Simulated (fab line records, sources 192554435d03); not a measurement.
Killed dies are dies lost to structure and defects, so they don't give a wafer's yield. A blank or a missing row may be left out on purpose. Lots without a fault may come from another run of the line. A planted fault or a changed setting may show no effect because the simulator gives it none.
A struck lot beside a sound one | flow n5_finfet | 15 steps out of a route of 1938
Sound: wafers L956.2, L956.3, L956.6. Struck: wafers L963.1, L963.4. (L963.2 of the same lot was not struck and is left out.) The cause comes at the end.
At each step with rows: each side's tool, then ch and its chambers, then its first start. Under that, the readings that differ: sound wafers | struck wafers | difference of the means | sigmas: that difference in standard deviations of wafers without a fault.
alike: readings whose means differ by less than 2 such deviations, and words and numbers that are the same on both sides. not compared: withheld readings, readings that some wafer has no value for, bounds like >300 that may hide the same value, and numbers for which the record gives no deviation and whose values overlap.
The two part at a step that has a row with sigmas, a row that says differs or no value, or rows on one side only. Numbers that don't overlap but have no deviation are shown without sigmas and don't part them. A reading that every wafer of one side lacks parts them only if that side has two wafers or more.

N5_BEOL_M6_OVL_MEAS_29:
  sound on overlay-02 ch 0, day 10 04:11; struck on overlay-02 ch 0, day 12 10:20
  alike: V5_OVL
N5_BEOL_M6_INSPECT_30: inspects for defects (brightfield).
  sound on defect_inspect-02, day 10 04:16; struck on defect_inspect-01, day 12 10:24
  alike: raw_defect_count
then, 1 step without rows for these wafers: N5_BEOL_M6_DESCUM_33 (chemistry O2, time 7 s).
N5_BEOL_M6_ETCH_72: etches underlayer in N2/H2, target depth 6.5 nm, time 5.2 s.
  sound on rie_diel-02 ch 0,3, day 10 05:00; struck on rie_diel-02 ch 2,3, day 12 10:38
  alike: drypump_motor_current_A, etch_rf_on_time_s, oes_product_au, rf_vpp_V, showerhead_plenum_p_Torr, throttle_valve_pct
  not compared: rf_hours_counter_h
N5_BEOL_M6_ETCH_65: etches SiARC in CF4, target depth 15.6 nm, time 26 s.
  sound on rie_diel-02 ch 0,3, day 10 05:01; struck on rie_diel-02 ch 2,3, day 12 10:40
  reading               | sound          | struck    | difference | sigmas
  etch_rf_on_time_s (s) | 25.6 27.6 27.7 | 25.4 25.0 | -1.8       | -3
  alike: drypump_motor_current_A, oes_product_au, rf_vpp_V, showerhead_plenum_p_Torr, throttle_valve_pct
  not compared: rf_hours_counter_h
N5_BEOL_M6_ETCH_66: etches SOC in N2/H2, target depth 80 nm, overetch 16 nm, time 120 s.
  sound on rie_diel-02 ch 0,3, day 10 05:03; struck on rie_diel-02 ch 2,3, day 12 10:41
  alike: drypump_motor_current_A, oes_product_au, rf_vpp_V, run_length_s, showerhead_plenum_p_Torr, throttle_valve_pct
  not compared: rf_hours_counter_h
then, 4 steps without rows for these wafers: N5_BEOL_M6_STRIP_69 (strips in N2/H2); N5_BEOL_M6_STRIP_73 (strips in N2/H2); N5_BEOL_M6_VIA_ETCH_34 (etches SiCOH lowk in C4F6/O2, target depth 126.3 nm, time 50.9 s); N5_BEOL_M6_STRIP_76 (strips in C4F6/O2).
N5_BEOL_M6_STRIP_36: strips in N2/H2.
  sound on rie_diel-02 ch 0,3, day 10 05:12; struck on rie_diel-02 ch 2,3, day 12 10:50
  alike: drypump_motor_current_A, oes_product_au, rf_vpp_V, showerhead_plenum_p_Torr, throttle_valve_pct
  not compared: rf_hours_counter_h
then, 1 step without rows for these wafers: N5_BEOL_M6_TRENCH_ETCH_37 (etches SiCOH lowk in C4F6/O2, target depth 94.435 nm, time 31.5 s).
N5_BEOL_M6_ETCH_41: etches SiCN in CH3F/O2, target depth 29.7 nm, time 52 s.
  sound on rie_diel-02 ch 0,3, day 10 05:16; struck on rie_diel-02 ch 2,3, day 12 10:55
  reading                  | sound          | struck      | difference | sigmas
  run_length_s (s)         | 75.5 75.3 74.8 | 79.2 77.9   | +3.4       | +7
  model.etch.depth_nm (nm) | 19.95 19 18.84 | 20.84 21.35 | +1.83      |
  alike: drypump_motor_current_A, oes_product_au, rf_vpp_V, showerhead_plenum_p_Torr, throttle_valve_pct
  not compared: rf_hours_counter_h
N5_BEOL_M6_STRIP_80: strips in N2/H2, time 10 s.
  sound on rie_diel-02 ch 0,3; struck on rie_diel-02 ch 2,3
  alike: drypump_motor_current_A, oes_product_au, rf_vpp_V, showerhead_plenum_p_Torr, throttle_valve_pct
  not compared: rf_hours_counter_h
then, 1 step without rows for these wafers: N5_PASSIVATION_PROBE_49.

WHERE THEY PART
First at N5_BEOL_M6_ETCH_65; last, within this record, at N5_BEOL_M6_ETCH_41. Later steps at which nothing parts them and some readings are alike: N5_BEOL_M6_STRIP_80.

WHY: what the simulator had put in
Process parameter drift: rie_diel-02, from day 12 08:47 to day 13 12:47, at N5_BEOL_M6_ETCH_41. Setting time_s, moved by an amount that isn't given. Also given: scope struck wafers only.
